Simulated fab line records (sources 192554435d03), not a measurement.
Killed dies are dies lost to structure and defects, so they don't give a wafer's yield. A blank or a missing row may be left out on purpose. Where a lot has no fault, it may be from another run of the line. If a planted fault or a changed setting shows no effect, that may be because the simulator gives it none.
Split-lot trial || flow n5 finfet || on a route of 1938 steps: 7 lots, 21 wafers read

== THE SPLIT ==
At N5_BEOL_M2_EXPOSE_25 (exposes mask V1, defocus 5 nm), the setting dose mj was moved away from the recipe's 63 on 7 of the 21 wafers read, by -6.1% to +7.4%. This setting was run at the recipe's value on the other wafers.

== FROM THE SPLIT TO THE READING: what the file shows between them, 2 steps ==
- N5_BEOL_M2_PEB_26: peb time 60 s
- N5_BEOL_M2_DEVELOP_27: develop time 30 s

== THE READING ==
cd nm, in nm, at N5_BEOL_M2_CD_MEAS_28 (target cd 26.2 nm, target cd y 24.1 nm). A value of 26.23 nm with a standard deviation of 0.24 nm is what fault-free wafers of this fab line usually give.

{"wafer": "L075.1", "tool, chamber at the split": "euv scanner-01, 0", "dose mj as run": 63, "against the recipe": "recipe", "cd nm, nm": 26.00, "against lot-mates on the recipe": "-"}
{"wafer": "L075.5", "tool, chamber at the split": "euv scanner-01, 0", "dose mj as run": 63, "against the recipe": "recipe", "cd nm, nm": 26.15, "against lot-mates on the recipe": "-"}
{"wafer": "L075.6", "tool, chamber at the split": "euv scanner-01, 0", "dose mj as run": 63, "against the recipe": "recipe", "cd nm, nm": 26.33, "against lot-mates on the recipe": "-"}
{"wafer": "L077.3", "tool, chamber at the split": "euv scanner-02, 0", "dose mj as run": 63, "against the recipe": "recipe", "cd nm, nm": 26.23, "against lot-mates on the recipe": "-"}
{"wafer": "L077.5", "tool, chamber at the split": "euv scanner-02, 0", "dose mj as run": 59.14, "against the recipe": "-6.1%", "cd nm, nm": 24.76, "against lot-mates on the recipe": -1.47}
{"wafer": "L077.6", "tool, chamber at the split": "euv scanner-02, 0", "dose mj as run": 59.14, "against the recipe": "-6.1%", "cd nm, nm": 24.83, "against lot-mates on the recipe": -1.40}
{"wafer": "L080.1", "tool, chamber at the split": "euv scanner-01, 0", "dose mj as run": 63, "against the recipe": "recipe", "cd nm, nm": 26.40, "against lot-mates on the recipe": "-"}
{"wafer": "L080.5", "tool, chamber at the split": "euv scanner-01, 0", "dose mj as run": 63, "against the recipe": "recipe", "cd nm, nm": 26.22, "against lot-mates on the recipe": "-"}
{"wafer": "L080.6", "tool, chamber at the split": "euv scanner-01, 0", "dose mj as run": 63, "against the recipe": "recipe", "cd nm, nm": 26.78, "against lot-mates on the recipe": "-"}
{"wafer": "L084.2", "tool, chamber at the split": "euv scanner-01, 0", "dose mj as run": 65.34, "against the recipe": "+3.7%", "cd nm, nm": 27.11, "against lot-mates on the recipe": "no lot-mate on the recipe"}
{"wafer": "L084.3", "tool, chamber at the split": "euv scanner-01, 0", "dose mj as run": 65.34, "against the recipe": "+3.7%", "cd nm, nm": 27.10, "against lot-mates on the recipe": "no lot-mate on the recipe"}
{"wafer": "L084.5", "tool, chamber at the split": "euv scanner-01, 0", "dose mj as run": 65.34, "against the recipe": "+3.7%", "cd nm, nm": 27.06, "against lot-mates on the recipe": "no lot-mate on the recipe"}
{"wafer": "L085.1", "tool, chamber at the split": "euv scanner-01, 0", "dose mj as run": 63, "against the recipe": "recipe", "cd nm, nm": 26.06, "against lot-mates on the recipe": "-"}
{"wafer": "L085.2", "tool, chamber at the split": "euv scanner-01, 0", "dose mj as run": 67.67, "against the recipe": "+7.4%", "cd nm, nm": 27.35, "against lot-mates on the recipe": "+1.23"}
{"wafer": "L085.6", "tool, chamber at the split": "euv scanner-01, 0", "dose mj as run": 63, "against the recipe": "recipe", "cd nm, nm": 26.18, "against lot-mates on the recipe": "-"}
{"wafer": "L089.3", "tool, chamber at the split": "euv scanner-01, 0", "dose mj as run": 63, "against the recipe": "recipe", "cd nm, nm": 26.91, "against lot-mates on the recipe": "-"}
{"wafer": "L089.5", "tool, chamber at the split": "euv scanner-01, 0", "dose mj as run": 59.51, "against the recipe": "-5.5%", "cd nm, nm": 25.62, "against lot-mates on the recipe": -1.14}
{"wafer": "L089.6", "tool, chamber at the split": "euv scanner-01, 0", "dose mj as run": 63, "against the recipe": "recipe", "cd nm, nm": 26.60, "against lot-mates on the recipe": "-"}
{"wafer": "L097.1", "tool, chamber at the split": "euv scanner-01, 0", "dose mj as run": 63, "against the recipe": "recipe", "cd nm, nm": 26.66, "against lot-mates on the recipe": "-"}
{"wafer": "L097.2", "tool, chamber at the split": "euv scanner-01, 0", "dose mj as run": 63, "against the recipe": "recipe", "cd nm, nm": 26.00, "against lot-mates on the recipe": "-"}
{"wafer": "L097.6", "tool, chamber at the split": "euv scanner-01, 0", "dose mj as run": 63, "against the recipe": "recipe", "cd nm, nm": 26.31, "against lot-mates on the recipe": "-"}

THE FIT
A straight line over all 21 wafers: cd nm changes by +0.192 nm for each +1% of dose mj; r = +0.91; the points scatter about the line by 0.29 nm.
The same after taking each lot's own level away (the mean of its wafers on the recipe; 18 wafers): +0.203 nm for each +1%; r = +0.95; scatter 0.2 nm.
That fit puts the effect of the largest move of dose mj on the reading at 1.5 nm.
Measured against the standard deviation above, the lots' own levels, which go from 26.120 to 26.755 nm, span 2.6 times it.
So the lot-to-lot level changes the slope little: the two slopes agree.
Check: for one of the wafers moved furthest among these (+7.4%), held out of the fit, the line's prediction against its lot-mates is +1.67 nm. It came out at +1.23 nm against them.

== THESE WAFERS: OTHER SPLITS ==
These wafers also went through other splits before the reading. Each is held against what the fit with the lots' levels taken away leaves over:
{"other split on the same wafers": "N5_BEOL_M1_COAT_05 spin rpm", "wafers away from the commonest value": 2, "r with cd nm (lot level and that fit taken away)": -0.37}

== THE FILE'S OWN FIT ==
cd nm changes by +0.197 nm for each +1% of dose mj, r = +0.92.
